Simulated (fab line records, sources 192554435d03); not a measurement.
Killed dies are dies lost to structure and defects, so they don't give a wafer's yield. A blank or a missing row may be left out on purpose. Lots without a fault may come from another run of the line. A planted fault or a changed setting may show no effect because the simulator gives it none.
Split-lot experiment | flow n5_finfet | 7 lots, 39 wafers read, on a route of 1938 steps

THE SPLIT
At N5_BEOL_M9_HM_DEP_02 (deposits TiN, target thk 20 nm), the setting target_thk_a was moved away from the recipe's 200 angstrom on 12 of the 39 wafers read, by -38.5% to +32.7%. The other wafers ran this setting at the recipe's value.

FROM THE SPLIT TO THE READING: what the file shows between them, 4 steps
- N5_BEOL_M9_COAT_59: time 60 s, resist thk 100 nm
- N5_BEOL_M9_COAT_60: time 60 s, resist thk 30 nm
- N5_BEOL_M9_STRIP_68: strips in N2/H2
- N5_BEOL_M9_STRIP_67: strips in CF4

THE READING
etch.depth_nm (the simulator's own value, which no gauge read), in nm, at N5_BEOL_M9_HM_OPEN_17 (chemistry Cl2/BCl3, target TiN, target depth 20 nm, overetch 6 nm). The file gives no usual value for it. The 27 wafers here that ran the recipe average 20.03 nm, standard deviation 0.19 nm.

wafer  | tool, chamber at the split | target_thk_a as run, angstrom | against the recipe | etch.depth_nm, nm | against lot-mates on the recipe
L078.2 | pvd_sputter-03, -          | 200                           | recipe             | 19.96             | -
L078.3 | pvd_sputter-03, -          | 200                           | recipe             | 19.87             | -
L078.5 | pvd_sputter-03, -          | 200                           | recipe             | 19.89             | -
L081.1 | pvd_sputter-03, -          | 123.1                         | -38.5%             | 11.98             | -7.66
L081.2 | pvd_sputter-03, -          | 200                           | recipe             | 19.82             | -
L081.3 | pvd_sputter-03, -          | 123.1                         | -38.5%             | 11.9              | -7.74
L081.4 | pvd_sputter-03, -          | 200                           | recipe             | 19.49             | -
L081.5 | pvd_sputter-03, -          | 123.1                         | -38.5%             | 11.81             | -7.83
L081.6 | pvd_sputter-03, -          | 200                           | recipe             | 19.62             | -
L085.1 | pvd_sputter-02, -          | 240.5                         | +20.2%             | 23.98             | +3.93
L085.2 | pvd_sputter-02, -          | 240.5                         | +20.2%             | 23.78             | +3.73
L085.3 | pvd_sputter-02, -          | 200                           | recipe             | 20.09             | -
L085.4 | pvd_sputter-02, -          | 200                           | recipe             | 20.1              | -
L085.5 | pvd_sputter-02, -          | 200                           | recipe             | 19.97             | -
L085.6 | pvd_sputter-02, -          | 240.5                         | +20.2%             | 23.87             | +3.82
L089.1 | pvd_sputter-02, -          | 200                           | recipe             | 20.21             | -
L089.3 | pvd_sputter-02, -          | 200                           | recipe             | 20.21             | -
L089.2 | pvd_sputter-02, -          | 200                           | recipe             | 19.89             | -
L089.4 | pvd_sputter-02, -          | 200                           | recipe             | 20.22             | -
L089.5 | pvd_sputter-02, -          | 200                           | recipe             | 20.05             | -
L089.6 | pvd_sputter-02, -          | 200                           | recipe             | 19.92             | -
L088.1 | pvd_sputter-02, -          | 200                           | recipe             | 20.31             | -
L088.2 | pvd_sputter-02, -          | 200                           | recipe             | 20.24             | -
L088.3 | pvd_sputter-02, -          | 200                           | recipe             | 20.38             | -
L088.4 | pvd_sputter-02, -          | 200                           | recipe             | 20.14             | -
L088.5 | pvd_sputter-02, -          | 200                           | recipe             | 20.18             | -
L088.6 | pvd_sputter-02, -          | 200                           | recipe             | 19.97             | -
L095.1 | pvd_sputter-03, -          | 200                           | recipe             | 20.03             | -
L095.2 | pvd_sputter-03, -          | 153.1                         | -23.5%             | 15.34             | -4.66
L095.3 | pvd_sputter-03, -          | 153.1                         | -23.5%             | 15.34             | -4.66
L095.4 | pvd_sputter-03, -          | 153.1                         | -23.5%             | 15.06             | -4.94
L095.5 | pvd_sputter-03, -          | 200                           | recipe             | 19.98             | -
L095.6 | pvd_sputter-03, -          | 200                           | recipe             | 19.98             | -
L096.1 | pvd_sputter-03, -          | 265.5                         | +32.7%             | 26.34             | +6.28
L096.2 | pvd_sputter-03, -          | 265.5                         | +32.7%             | 25.92             | +5.86
L096.3 | pvd_sputter-03, -          | 265.5                         | +32.7%             | 25.88             | +5.82
L096.4 | pvd_sputter-03, -          | 200                           | recipe             | 20.11             | -
L096.5 | pvd_sputter-03, -          | 200                           | recipe             | 20.1              | -
L096.6 | pvd_sputter-03, -          | 200                           | recipe             | 19.96             | -

THE FIT
A straight line over all 39 wafers: etch.depth_nm changes by +0.199 nm for each +1% of target_thk_a; r = +1.00; the points scatter about the line by 0.26 nm.
The same after taking each lot's own level away (the mean of its wafers on the recipe; 39 wafers): +0.194 nm for each +1%; r = +1.00; scatter 0.17 nm.
On that fit, the largest move of target_thk_a shifts the reading by 7.5 nm.
The lots' own levels span 19.643 to 20.203 nm, that is 2.9 times the standard deviation above.
So the lot-to-lot level changes the slope little: the two slopes agree.
Check: with one of the wafers moved furthest among these (-38.5%) left out of the fit, the line predicts -7.52 nm for it against its lot-mates. It came out at -7.66 nm against them.

OTHER SPLITS ON THESE WAFERS
These wafers also went through other splits before the reading. Each is held against what the fit with the lots' levels taken away leaves over:
other split on the same wafers   | wafers away from the commonest value | r with etch.depth_nm (lot level and that fit taken away)
N5_BEOL_M5_TRENCH_ETCH_37 time_s | 15                                   | +0.09

THE WHOLE CHAIN: every reading that the file lists as answering this split, in the file's order
step                  | what it does                                                      | reading                                                                          | change (the file's fit)               | r (the file's)
N5_BEOL_M9_HM_DEP_02  | deposits TiN, target thk 20 nm                                    | TiN_of_BEOL_M9_HM_DEP_02.thk_nm (the simulator's own value, which no gauge read) | +0.197 nm for each +1% of the setting | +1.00
N5_BEOL_M9_HM_OPEN_17 | chemistry Cl2/BCl3, target TiN, target depth 20 nm, overetch 6 nm | etch.depth_nm (the simulator's own value, which no gauge read)                   | +0.194 nm for each +1% of the setting | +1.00

THE FILE'S OWN FIT
etch.depth_nm changes by +0.194 nm for each +1% of target_thk_a, r = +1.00.
